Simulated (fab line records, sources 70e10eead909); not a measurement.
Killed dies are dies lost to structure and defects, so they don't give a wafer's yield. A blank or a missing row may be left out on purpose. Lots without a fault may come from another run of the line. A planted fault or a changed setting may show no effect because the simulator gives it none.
fab line records | flow nand_harc
record lots=24 wafers=72 last_day=24
route steps=1159 shown P_ZERO_WELL@17 P_M0@263 P_M2@331 A_CHANNEL_HOLE_D1@474
lots that met no fault: from a run of the same line without faults
start_h: hours from the record's first day to the start of the lot's first wafer shown | wait_h: hours since the lot's step before | " the same as in the row above | L1.1+2: a row that stands for several wafers | - no value, or no start given | * or withheld: withheld | < > ~ a bound
route shown NAME@n: a module of which the file shows steps, and the number in the route of the first | usual: mean/standard deviation of fault-free wafers | same: alike in all rows | chamber/n: place in a boat | sites: the reading at each site | _std_site: their standard deviation | _edge_site: outer sites' mean less inner sites' | radius_mm: how far each site lies from the wafer's centre | mask NAME#n: copy n | behind: the tool/chamber that last shaped the wafer | hold: why the lot was held/for how many hours/how that ended | device: the transistor (n, p or np) that didn't switch | end of line: the same wafers' tests at the end of the route | a step without rows: its recipe alone | killed: dies lost to structure and defects at the first sort, not the wafer's yield | map: a wafer's dies, x killed, . not, _ none there
set.NAME: the setting as run; set.NAME@STEP: as run at that earlier step | model.NAME: the simulator's own value behind a step, which no gauge read
steps of the route over a sample of lots; a table a step, a row a wafer
services: from which hour (start_h, from the record's first day; less than 0 if before it) a tool's chamber was out of use, for how many hours, and why
## steps
# step NHARC_P_ZERO_WELL_ETCH_65
# recipe target_depth_a=800 overetch_a=240 time_s=87.88 ion_energy_ev=200 n2_flow_sccm=150 h2_flow_sccm=150 ar_flow_sccm=0 rf_w=400 bias_w=150 chemistry=N2/H2
# usual drypump_motor_current_A=5.7/0.4 oes_product_au=1.000/0.0079 rf_vpp_V=430.9/3 showerhead_plenum_p_Torr=2.06/0.11 throttle_valve_pct=14.171/0.0082
# columns lot.wafer tool chamber start_h wait_h drypump_motor_current_A oes_product_au rf_hours_counter_h rf_vpp_V showerhead_plenum_p_Torr throttle_valve_pct
L074.1 rie_diel-07 3 13.48 0.1 5.2 0.996 6 434.4 2.18 14.162
L074.5 " 3 " " 5.2 1.008 - 433.4 2.18 14.179
L074.6 " 0 " " 6.0 0.990 - 427.9 1.96 14.171
L075.4 rie_diel-04 3 19.59 0.1 6.5 1.002 5 427.6 1.96 14.175
L075.2 " 0 " " 5.7 0.997 6 434.9 2.20 14.157
L075.1 " 2 " " 6.4 0.994 5 429.7 2.01 14.178
L076.2 rie_diel-04 1 25.49 0.1 5.3 0.980 6 433.4 2.15 14.174
L076.4 " 3 " " 6.5 0.992 5 428.2 1.96 14.182
L076.6 " 1 " " 5.3 0.996 - 432.5 2.15 14.172
L077.1 rie_diel-07 2 31.63 0.1 5.5 1.001 8 428.8 2.00 14.180
L077.5 " 1 " " 5.2 0.989 - 428.5 1.97 14.179
L077.6 " 2 " " 5.6 0.997 - 430.0 2.00 14.165
L078.2 rie_diel-07 2 37.49 0.1 5.5 1.005 9 430.2 2.00 14.170
L078.1 " 0 " " 6.0 0.997 8 428.8 1.96 14.173
L078.6 " 1 " " 5.2 1.000 - 428.0 1.97 14.162
L079.3 rie_diel-07 3 43.48 0.1 5.2 0.993 9 434.0 2.18 14.157
L079.2 " 0 " " 6.0 0.998 8 427.7 1.96 14.172
L079.1 " 1 " " 5.2 1.004 8 428.3 1.97 14.151
L080.2 rie_diel-07 2 49.36 0.1 5.6 0.992 10 428.4 2.00 14.166
L080.5 " 2 " " 5.5 0.989 - 431.7 2.00 14.184
L080.6 " 3 " " 5.2 0.987 - 434.8 2.18 14.161
L081.1 rie_diel-04 0 55.48 0.1 5.7 1.000 8 435.5 2.20 14.165
L081.5 " 0 " " 5.7 1.009 - 434.3 2.20 14.166
L081.6 " 1 " " 5.3 0.994 - 434.3 2.15 14.163
L082.1 rie_diel-04 0 61.40 0.1 5.7 1.012 8 434.3 2.20 14.179
L082.3 " 2 " " 6.4 0.998 8 429.5 2.01 14.161
L082.6 " 0 " " 5.7 1.008 - 436.0 2.20 14.180
L083.4 rie_diel-04 1 67.72 0.1 5.3 1.006 8 433.0 2.15 14.171
L083.5 " 1 " " 5.3 0.989 - 433.3 2.15 14.169
L083.6 " 2 " " 6.4 1.005 - 430.8 2.01 14.183
L084.1 rie_diel-07 1 73.37 0.1 5.2 0.996 1 428.3 1.97 14.179
L084.4 " 3 " " 5.2 0.998 1 433.7 2.18 14.170
L084.6 " 0 " " 5.9 1.007 - 428.1 1.96 14.177
L085.4 rie_diel-04 2 79.38 0.1 6.4 1.005 8 430.6 2.01 14.166
L085.2 " 3 " " 6.5 0.997 9 427.7 1.96 14.150
L085.6 " 1 " " 5.3 0.995 - 433.1 2.15 14.177
L086.2 rie_diel-10 1 85.53 0.1 5.9 1.010 6 426.7 1.90 14.177
L086.5 " 2 " " 5.5 1.006 - 434.4 2.21 14.186
L086.6 " 3 " " 5.6 1.012 - 430.2 1.99 14.163
L087.4 rie_diel-07 3 91.48 0.1 5.2 0.991 2 434.2 2.18 14.159
L087.1 " 0 " " 6.0 0.992 2 429.3 1.96 14.177
L087.6 " 0 " " 6.0 0.994 - 427.6 1.96 14.183
L088.3 rie_diel-07 0 97.38 0.1 6.0 1.009 2 429.9 1.96 14.169
L088.4 " 2 " " 5.5 1.010 2 429.5 2.00 14.174
L088.5 " 0 " " 6.0 1.008 - 428.9 1.96 14.159
L089.3 rie_diel-10 3 103.50 0.1 5.6 1.012 9 429.8 1.99 14.166
L089.4 " 1 " " 5.9 0.992 9 426.8 1.90 14.173
L089.6 " 3 " " 5.6 1.007 - 429.7 1.99 14.176
L090.1 rie_diel-10 2 109.36 0.1 5.5 0.993 7 434.8 2.20 14.165
L090.6 " 2 " " 5.5 0.996 - 435.4 2.20 14.179
L090.5 " 3 " " 5.6 1.010 - 429.1 1.99 14.185
L091.3 rie_diel-07 2 115.70 0.1 5.5 0.998 4 428.6 2.00 14.172
L091.1 " 1 " " 5.2 0.992 4 427.5 1.97 14.186
L091.6 " 3 " " 5.2 0.989 - 435.4 2.18 14.187
L092.1 rie_diel-10 3 121.62 0.1 5.6 1.012 10 428.6 1.99 14.174
L092.6 " 0 " " 5.6 1.010 - 433.7 2.20 14.165
L092.5 " 1 " " 5.9 1.007 - 426.2 1.90 14.159
L093.4 rie_diel-07 1 127.48 0.1 5.2 0.992 4 428.4 1.97 14.168
L093.2 " 2 " " 5.5 1.017 4 429.9 2.00 14.164
L093.1 " 0 " " 6.0 1.012 4 428.6 1.96 14.170
L094.2 rie_diel-07 3 133.98 0.6 5.1 0.999 4 435.1 2.18 14.172
L094.3 " 0 " " 6.0 1.006 4 427.7 1.96 14.175
L094.6 " 2 " " 5.5 1.001 - 429.5 2.00 14.181
L095.1 rie_diel-04 2 139.48 0.1 6.4 1.013 1 430.9 2.01 14.156
L095.6 " 2 " " 6.4 1.005 - 430.7 2.01 14.177
L095.5 " 3 " " 6.5 1.013 - 427.8 1.96 14.176
L096.4 rie_diel-10 2 145.38 0.1 5.5 1.008 11 436.6 2.20 14.164
L096.3 " 3 " " 5.6 1.009 12 428.5 1.99 14.171
L096.6 " 2 " " 5.5 1.004 - 434.7 2.20 14.170
L097.3 rie_diel-10 1 151.35 0.1 5.9 0.999 13 426.1 1.90 14.167
L097.6 " 1 " " 5.9 0.988 - 426.9 1.90 14.161
L097.5 " 2 " " 5.5 1.006 - 434.2 2.20 14.175
# step NHARC_P_ZERO_WELL_INSPECT_43
# usual raw_defect_count=14/5.9
# columns lot.wafer tool chamber start_h wait_h raw_defect_count
L074.1 defect_inspect-02 - 19.70 0.6 20
L074.5 " - " " 21
L074.6 " - " " 33
L075.1 defect_inspect-02 - 25.80 0.6 19
L075.2 " - " " 15
L075.4 " - " " 18
L076.2 defect_inspect-01 - 34.95 0.5 10
L076.4 " - " " 5
L076.6 " - " " 14
L077.1 defect_inspect-01 - 37.50 0.6 10
L077.5 " - " " 17
L077.6 " - " " 17
L078.1 defect_inspect-02 - 43.61 0.6 10
L078.2 " - " " 5
L078.6 " - " " 7
L079.1 defect_inspect-02 - 49.73 0.6 24
L079.2 " - " " 13
L079.3 " - " " 26
L080.2 defect_inspect-01 - 55.45 0.5 8
L080.5 " - " " 11
L080.6 " - " " 17
L081.1 defect_inspect-02 - 61.60 0.6 9
L081.5 " - " " 9
L081.6 " - " " 4
L082.1 defect_inspect-02 - 67.67 0.6 10
L082.3 " - " " 6
L082.6 " - " " 11
L083.4 defect_inspect-01 - 73.96 0.2 20
L083.5 " - " " 13
L083.6 " - " " 17
L084.1 defect_inspect-01 - 79.45 0.6 18
L084.4 " - " " 14
L084.6 " - " " 18
L085.2 defect_inspect-02 - 85.63 0.5 34
L085.4 " - " " 19
L085.6 " - " " 7
L086.2 defect_inspect-02 - 91.80 0.5 7
L086.5 " - " " 12
L086.6 " - " " 17
L087.1 defect_inspect-02 - 97.55 0.6 4
L087.4 " - " " 2
L087.6 " - " " 6
L088.3 defect_inspect-02 - 103.39 0.3 15
L088.4 " - " " 15
L088.5 " - " " 18
L089.3 defect_inspect-01 - 109.74 0.3 15
L089.4 " - " " 22
L089.6 " - " " 9
L090.1 defect_inspect-02 - 115.32 0.6 12
L090.5 " - " " 14
L090.6 " - " " 8
L091.1 defect_inspect-02 - 121.81 0.6 5
L091.3 " - " " 17
L091.6 " - " " 21
L092.1 defect_inspect-02 - 127.88 0.6 8
L092.5 " - " " 24
L092.6 " - " " 21
L093.1 defect_inspect-01 - 133.68 0.6 21
L093.2 " - " " 25
L093.4 " - " " 12
L094.2 defect_inspect-01 - 139.94 0.5 6
L094.3 " - " " 19
L094.6 " - " " 18
L095.1 defect_inspect-01 - 145.72 0.6 13
L095.5 " - " " 16
L095.6 " - " " 13
L096.3 defect_inspect-01 - 152.05 0.4 16
L096.4 " - " " 13
L096.6 " - " " 5
L097.3 defect_inspect-01 - 157.43 0.4 10
L097.5 " - " " 11
L097.6 " - " " 4
# step NHARC_P_M0_CD_MEAS_09
# recipe target_cd_nm=90 landing_energy_ev=500
# usual cd_nm=90.1/0.52
# columns lot.wafer tool chamber start_h wait_h cd_nm
L074.1 cd_sem-03 0 111.07 - 90.5
L074.5 " 0 " " 91.5
L074.6 " 0 " " 90.4
L075.1 cd_sem-03 0 121.13 - 89.2
L075.2 " 0 " " 89.3
L075.4 " 0 " " 89.4
L077.1 cd_sem-03 0 134.63 - 91.1
L077.5 " 0 " " 90.4
L077.6 " 0 " " 90.0
L076.2 cd_sem-01 0 134.91 - 89.9
L076.4 " 0 " " 90.3
L076.6 " 0 " " 90.6
L078.1 cd_sem-01 0 143.67 - 89.5
L078.2 " 0 " " 89.6
L078.6 " 0 " " 89.7
L079.1 cd_sem-02 0 143.86 - 90.5
L079.2 " 0 " " 90.9
L079.3 " 0 " " 90.8
L080.2 cd_sem-01 0 164.83 - 90.6
L080.5 " 0 " " 90.7
L080.6 " 0 " " 90.4
L082.1 cd_sem-02 0 165.37 - 89.8
L082.3 " 0 " " 89.9
L082.6 " 0 " " 90.2
L081.1 cd_sem-03 0 165.52 - 89.7
L081.5 " 0 " " 89.9
L081.6 " 0 " " 89.7
L083.4 cd_sem-01 0 173.20 - 89.9
L083.5 " 0 " " 91.0
L083.6 " 0 " " 90.2
L084.1 cd_sem-02 0 182.54 - 89.6
L084.4 " 0 " " 89.4
L084.6 " 0 " " 89.4
L085.2 cd_sem-03 0 191.39 - 90.3
L085.4 " 0 " " 90.2
L085.6 " 0 " " 89.5
L086.2 cd_sem-03 0 191.91 - 90.0
L086.5 " 0 " " 89.6
L086.6 " 0 " " 89.6
L087.1 cd_sem-01 0 203.36 - 90.3
L087.4 " 0 " " 90.3
L087.6 " 0 " " 90.1
L089.3 cd_sem-01 0 203.90 - 89.1
L089.4 " 0 " " 89.9
L089.6 " 0 " " 90.2
L088.3 cd_sem-02 0 204.45 - 90.2
L088.4 " 0 " " 89.7
L088.5 " 0 " " 89.4
L090.1 cd_sem-01 0 211.75 - 90.3
L090.5 " 0 " " 90.0
L090.6 " 0 " " 89.6
L091.1 cd_sem-03 0 213.42 - 90.0
L091.3 " 0 " " 90.4
L091.6 " 0 " " 90.9
L093.1 cd_sem-02 0 233.87 - 90.3
L093.2 " 0 " " 90.8
L093.4 " 0 " " 89.7
L092.1 cd_sem-02 0 234.40 - 89.6
L092.5 " 0 " " 89.5
L092.6 " 0 " " 89.7
L095.1 cd_sem-03 0 235.38 - 89.6
L095.5 " 0 " " 90.0
L095.6 " 0 " " 89.8
L094.2 cd_sem-02 0 237.12 - 89.3
L094.3 " 0 " " 89.8
L094.6 " 0 " " 89.2
L096.3 cd_sem-02 0 245.15 - 89.2
L096.4 " 0 " " 90.2
L096.6 " 0 " " 89.7
L097.3 cd_sem-02 0 245.82 - 89.6
L097.5 " 0 " " 90.5
L097.6 " 0 " " 90.6
# step NHARC_P_M2_DESCUM_14
# recipe time_s=3 o2_flow_sccm=200 ar_flow_sccm=0 bias_power_w=0 chemistry=O2
# usual drypump_motor_current_A=6.0/0.41 oes_product_au=1.002/0.0064 rf_vpp_V=57.8/0.98 showerhead_plenum_p_Torr=1.92/0.077 throttle_valve_pct=11.310/0.009
# columns lot.wafer tool chamber start_h wait_h drypump_motor_current_A oes_product_au rf_hours_counter_h rf_vpp_V showerhead_plenum_p_Torr throttle_valve_pct
L074.1 rie_diel-13 2 119.48 0.1 5.8 0.998 5 57.1 1.95 11.320
L074.5 " 0 " " 5.9 0.988 - 56.4 1.79 11.315
L074.6 " 1 " " 6.2 0.992 - 57.3 1.89 11.321
L075.4 rie_diel-02 3 129.85 0.1 6.5 1.009 5 56.5 1.87 11.307
L075.2 " 1 " " 6.0 0.999 5 58.9 2.00 11.316
L075.1 " 2 " " 5.9 1.011 5 57.3 1.97 11.305
L077.1 rie_diel-02 0 143.02 0.1 6.2 1.001 6 56.7 1.83 11.322
L077.5 " 2 " " 5.9 1.010 - 58.4 1.97 11.303
L077.6 " 3 " " 6.5 1.012 - 57.5 1.87 11.300
L076.2 rie_diel-02 3 143.37 0.1 6.6 0.996 6 57.5 1.87 11.312
L076.4 " 1 " " 6.0 1.002 5 59.0 2.00 11.328
L076.6 " 2 " " 6.0 0.998 - 57.8 1.97 11.301
L078.1 rie_diel-06 3 152.39 0.2 6.6 0.997 16 58.2 2.02 11.312
L078.2 " 0 " " 5.3 0.993 15 59.9 1.90 11.308
L078.6 " 0 " " 5.3 0.997 - 58.0 1.90 11.321
L079.2 rie_diel-13 1 153.12 0.3 6.2 1.004 19 57.1 1.88 11.310
L079.3 " 2 " " 5.8 1.009 21 58.2 1.95 11.317
L079.1 " 0 " " 5.9 0.992 19 57.7 1.78 11.315
L080.2 rie_diel-02 3 173.13 0.1 6.5 1.003 0 56.7 1.87 11.320
L080.5 " 0 " " 6.2 1.003 - 56.3 1.83 11.303
L080.6 " 1 " " 6.1 0.997 - 57.9 2.00 11.304
L082.3 rie_diel-02 1 174.11 0.1 6.0 0.988 0 59.0 2.00 11.310
L082.1 " 2 " " 6.0 1.002 0 57.3 1.97 11.314
L082.6 " 1 " " 6.1 1.002 - 59.0 2.00 11.300
L081.1 rie_diel-06 0 174.41 0.1 5.3 0.992 22 58.1 1.90 11.330
L081.6 " 2 " " 5.0 0.993 - 56.9 2.02 11.318
L081.5 " 3 " " 6.6 1.004 - 58.8 2.02 11.293
L083.4 rie_diel-02 1 182.04 0.1 6.1 1.013 1 59.7 2.00 11.295
L083.6 " 1 " " 6.1 1.007 - 58.1 2.00 11.302
L083.5 " 2 " " 6.0 1.007 - 59.5 1.97 11.304
L084.1 rie_diel-02 3 191.54 0.1 6.5 1.000 1 57.9 1.87 11.313
L084.4 " 0 " " 6.2 1.003 1 58.2 1.83 11.303
L084.6 " 2 " " 6.0 1.006 - 58.3 1.97 11.309
L085.4 rie_diel-02 1 199.64 0.1 6.1 1.003 2 59.0 2.00 11.305
L085.2 " 0 " " 6.2 1.009 2 57.5 1.83 11.303
L085.6 " 2 " " 6.0 0.995 - 58.2 1.97 11.311
L086.2 rie_diel-02 0 200.56 0.1 6.2 0.998 2 57.2 1.83 11.308
L086.6 " 0 " " 6.1 1.011 - 56.9 1.83 11.310
L086.5 " 1 " " 6.0 0.997 - 57.3 2.00 11.306
L087.1 rie_diel-02 3 212.59 0.1 6.5 1.001 2 55.8 1.87 11.309
L087.4 " 0 " " 6.1 1.002 2 58.2 1.83 11.305
L087.6 " 3 " " 6.5 1.008 - 57.4 1.87 11.322
L089.4 rie_diel-06 2 212.85 0.1 5.0 1.005 23 57.6 2.02 11.322
L089.3 " 0 " " 5.3 0.997 29 57.6 1.89 11.313
L089.6 " 3 " " 6.6 1.004 - 58.1 2.01 11.316
L088.3 rie_diel-06 1 213.07 0.1 5.4 0.995 23 56.3 1.79 11.303
L088.4 " 3 " " 6.6 1.011 31 58.5 2.01 11.306
L088.5 " 2 " " 5.0 0.996 - 57.3 2.02 11.328
L090.1 rie_diel-02 2 222.79 0.1 6.0 1.010 2 58.0 1.97 11.303
L090.6 " 0 " " 6.2 1.012 - 57.4 1.83 11.317
L090.5 " 1 " " 6.1 1.008 - 57.6 2.00 11.315
L091.3 rie_diel-02 1 222.92 0.1 6.0 1.005 2 57.8 2.00 11.311
L091.1 " 0 " " 6.2 0.995 2 58.5 1.83 11.325
L091.6 " 1 " " 6.1 0.995 - 59.6 2.00 11.294
L093.2 rie_diel-02 0 242.90 0.1 6.2 1.009 3 57.0 1.83 11.310
L093.4 " 1 " " 6.1 1.002 3 59.3 2.00 11.319
L093.1 " 2 " " 5.9 1.008 3 58.8 1.97 11.308
L092.1 rie_diel-13 3 243.42 0.2 6.3 1.006 20 57.7 1.99 11.309
L092.6 " 1 " " 6.2 1.008 - 58.4 1.87 11.302
L092.5 " 2 " " 5.8 1.010 - 57.4 1.94 11.305
L095.1 rie_diel-02 2 244.23 0.1 6.0 1.005 3 56.6 1.97 11.316
L095.6 " 3 " " 6.5 0.997 - 57.6 1.87 11.311
L095.5 " 0 " " 6.1 1.006 - 57.8 1.83 11.312
L094.3 rie_diel-02 3 247.49 0.1 6.4 1.008 3 58.2 1.87 11.294
L094.2 " 1 " " 6.1 1.001 3 58.8 2.00 11.292
L094.6 " 0 " " 6.2 0.996 - 58.2 1.83 11.301
L096.4 rie_diel-02 3 253.92 0.1 6.5 1.005 3 56.9 1.87 11.318
L096.3 " 2 " " 5.9 1.010 3 59.5 1.97 11.295
L096.6 " 0 " " 6.2 1.009 - 57.3 1.83 11.325
L097.3 rie_diel-06 3 254.89 0.1 6.6 0.990 1 59.9 2.01 11.323
L097.5 " 0 " " 5.3 1.004 - 55.9 1.89 11.308
L097.6 " 1 " " 5.4 0.990 - 57.1 1.78 11.299
# step NHARC_A_CHANNEL_HOLE_D1_ETCH_22
# recipe bias_v=3000 source_w=withheld pressure_mtorr=20 time_s=666.7 ar_flow_sccm=375 c4f8_flow_sccm=89.3 o2_flow_sccm=35.7 temp_c=-20 target_depth_a=16000 chemistry=C4F8/O2/Ar
# usual drypump_motor_current_A=6.1/0.39 showerhead_plenum_p_Torr=3.71/0.13 throttle_valve_pct=32.154/0.0094
# columns lot.wafer tool chamber start_h wait_h drypump_motor_current_A rf_hours_counter_h showerhead_plenum_p_Torr throttle_valve_pct
L074.1 har_etch-02 0 168.86 0.4 5.5 101 3.88 32.141
L074.5 " 0 " " 5.5 - 3.88 32.159
L074.6 " 1 " " 6.3 - 3.82 32.143
L075.2 har_etch-02 0 184.43 0.4 5.6 106 3.87 32.163
L075.1 " 1 " " 6.3 106 3.82 32.163
L075.4 " 0 " " 5.6 - 3.87 32.155
L076.2 har_etch-01 0 192.72 0.4 6.7 197 3.58 32.162
L076.4 " 0 " " 6.6 - 3.58 32.166
L076.6 " 1 " " 6.2 - 3.58 32.174
L077.1 har_etch-02 0 193.56 0.4 5.5 111 3.87 32.150
L077.5 " 0 " " 5.5 - 3.87 32.150
L077.6 " 1 " " 6.3 - 3.81 32.132
L079.1 har_etch-02 0 201.05 0.4 5.6 115 3.87 32.158
L079.2 " 1 " " 6.3 115 3.81 32.148
L079.3 " 1 " " 6.2 - 3.81 32.152
L078.2 har_etch-01 1 201.45 0.4 6.2 202 3.58 32.162
L078.1 " 0 " " 6.6 202 3.58 32.161
L078.6 " 0 " " 6.6 - 3.58 32.159
L081.1 har_etch-02 0 222.99 0.4 5.6 122 3.86 32.147
L081.6 " 0 " " 5.6 - 3.86 32.133
L081.5 " 1 " " 6.3 - 3.81 32.158
L082.1 har_etch-01 0 223.04 0.4 6.6 209 3.57 32.144
L082.3 " 0 " " 6.7 - 3.57 32.139
L082.6 " 0 " " 6.6 - 3.57 32.159
L080.2 har_etch-02 0 227.25 0.4 5.6 126 3.86 32.166
L080.6 " 1 " " 6.3 - 3.81 32.142
L080.5 " 0 " " 5.5 - 3.86 32.153
L083.4 har_etch-01 1 233.02 0.4 6.2 - 3.58 32.162
L083.5 " 0 " " 6.6 - 3.57 32.145
L083.6 " 1 " " 6.1 - 3.58 32.148
L084.1 har_etch-01 0 241.94 0.4 6.6 217 3.57 32.151
L084.4 " 1 " " 6.1 - 3.57 32.167
L084.6 " 0 " " 6.6 - 3.57 32.168
L085.2 har_etch-01 1 250.63 0.4 6.1 222 3.57 32.148
L085.4 " 1 " " 6.2 - 3.57 32.165
L085.6 " 1 " " 6.1 - 3.57 32.139
L086.2 har_etch-02 1 251.04 0.4 6.3 138 3.80 32.153
L086.5 " 0 " " 5.5 - 3.85 32.164
L086.6 " 1 " " 6.3 - 3.80 32.147
L089.3 har_etch-01 0 267.31 0.4 6.6 - 3.56 32.160
L089.4 " 1 " " 6.2 - 3.57 32.145
L089.6 " 1 " " 6.2 - 3.57 32.156
L087.1 har_etch-02 1 268.49 0.4 6.3 145 3.80 32.145
L087.4 " 1 " " 6.3 - 3.80 32.155
L087.6 " 0 " " 5.5 - 3.85 32.153
L088.3 har_etch-01 0 271.47 0.4 6.6 - 3.56 32.150
L088.4 " 1 " " 6.2 - 3.56 32.156
L088.5 " 0 " " 6.7 - 3.56 32.150
L090.1 har_etch-02 1 272.56 0.4 6.3 148 3.79 32.161
L090.5 " 1 " " 6.2 - 3.79 32.162
L090.6 " 0 " " 5.5 - 3.85 32.165
L091.1 har_etch-01 0 275.46 0.4 6.6 237 3.56 32.155
L091.3 " 0 " " 6.6 - 3.56 32.151
L091.6 " 0 " " 6.6 - 3.56 32.170
L095.1 har_etch-01 0 291.70 0.4 6.6 243 3.56 32.146
L095.5 " 0 " " 6.6 - 3.56 32.146
L095.6 " 1 " " 6.2 - 3.56 32.166
L093.2 har_etch-02 1 292.71 0.4 6.2 155 3.79 32.137
L093.1 " 0 " " 5.6 155 3.84 32.156
L093.4 " 0 " " 5.6 - 3.85 32.141
L092.1 har_etch-01 0 295.87 0.4 6.6 246 3.55 32.143
L092.5 " 0 " " 6.6 - 3.55 32.164
L092.6 " 1 " " 6.2 - 3.56 32.156
L094.2 har_etch-02 0 296.87 0.4 5.5 159 3.84 32.156
L094.3 " 1 " " 6.3 - 3.79 32.148
L094.6 " 0 " " 5.5 - 3.84 32.158
L097.3 har_etch-02 0 306.07 0.4 5.6 - 3.84 32.166
L097.6 " 1 " " 6.2 - 3.79 32.161
L097.5 " 0 " " 5.6 - 3.84 32.160
L096.3 har_etch-02 1 310.13 0.4 6.3 - 3.78 32.144
L096.4 " 0 " " 5.6 - 3.84 32.163
L096.6 " 0 " " 5.6 - 3.84 32.155
# step NHARC_A_CHANNEL_HOLE_D1_INSPECT_40
# usual raw_defect_count=60/18
# columns lot.wafer tool chamber start_h wait_h raw_defect_count
L074.1 defect_inspect-02 - 173.71 - 49
L074.5 " - " " 64
L074.6 " - " " 37
L075.1 defect_inspect-01 - 189.24 - 54
L075.2 " - " " 36
L075.4 " - " " 44
L076.2 defect_inspect-01 - 197.46 - 62
L076.4 " - " " 69
L076.6 " - " " 61
L077.1 defect_inspect-01 - 198.43 - 31
L077.5 " - " " 39
L077.6 " - " " 28
L079.1 defect_inspect-01 - 205.87 - 52
L079.2 " - " " 73
L079.3 " - " " 52
L078.1 defect_inspect-01 - 206.34 - 65
L078.2 " - " " 61
L078.6 " - " " 74
L081.1 defect_inspect-01 - 227.85 - 37
L081.5 " - " " 50
L081.6 " - " " 53
L082.1 defect_inspect-01 - 228.02 - 53
L082.3 " - " " 54
L082.6 " - " " 57
L080.2 defect_inspect-01 - 232.03 - 28
L080.5 " - " " 46
L080.6 " - " " 54
L083.4 defect_inspect-02 - 237.59 - 45
L083.5 " - " " 77
L083.6 " - " " 52
L084.1 defect_inspect-02 - 246.68 - 76
L084.4 " - " " 96
L084.6 " - " " 85
L085.2 defect_inspect-02 - 255.49 - 81
L085.4 " - " " 64
L085.6 " - " " 43
L086.2 defect_inspect-02 - 255.80 - 50
L086.5 " - " " 54
L086.6 " - " " 46
L089.3 defect_inspect-01 - 271.95 - 62
L089.4 " - " " 41
L089.6 " - " " 81
L087.1 defect_inspect-02 - 273.25 - 66
L087.4 " - " " 26
L087.6 " - " " 59
L088.3 defect_inspect-01 - 276.13 - 85
L088.4 " - " " 78
L088.5 " - " " 64
L090.1 defect_inspect-02 - 277.37 - 58
L090.5 " - " " 86
L090.6 " - " " 73
L091.1 defect_inspect-01 - 280.31 - 69
L091.3 " - " " 63
L091.6 " - " " 69
L095.1 defect_inspect-01 - 296.57 - 60
L095.5 " - " " 81
L095.6 " - " " 59
L093.1 defect_inspect-02 - 297.55 - 54
L093.2 " - " " 36
L093.4 " - " " 45
L092.1 defect_inspect-01 - 300.72 - 68
L092.5 " - " " 89
L092.6 " - " " 101
L094.2 defect_inspect-01 - 301.85 - 78
L094.3 " - " " 44
L094.6 " - " " 39
L097.3 defect_inspect-01 - 310.61 - 48
L097.5 " - " " 62
L097.6 " - " " 44
L096.3 defect_inspect-01 - 314.89 - 67
L096.4 " - " " 50
L096.6 " - " " 75
## services
# columns tool chamber start_h hours kind
rie_diel-10 - -0.50 9.0 pm
rie_diel-02 1 2.57 16.0 repair
rie_diel-02 - 17.86 1.1 repair
rie_diel-04 1 35.42 5.6 repair
rie_diel-07 - 51.47 9.0 pm
rie_diel-04 - 60.99 0.2 repair
rie_diel-10 2 63.48 14.2 repair
har_etch-02 - 80.09 2.8 repair
rie_diel-02 0 99.43 3.9 repair
rie_diel-07 - 100.70 0.1 repair
rie_diel-04 - 111.90 9.0 pm
rie_diel-07 2 118.57 8.7 repair
rie_diel-04 3 122.99 3.2 repair
rie_diel-02 - 150.70 9.0 pm
rie_diel-04 - 168.34 0.5 repair
rie_diel-10 - 176.50 9.0 pm
rie_diel-02 - 180.35 0.4 repair
rie_diel-04 2 224.64 4.7 repair
rie_diel-07 - 228.47 9.0 pm
rie_diel-04 - 288.90 9.0 pm
rie_diel-02 3 294.05 3.9 repair
rie_diel-07 2 298.23 5.6 repair
har_etch-01 - 305.00 17.0 pm
rie_diel-07 - 308.11 0.4 repair
## key
fault none
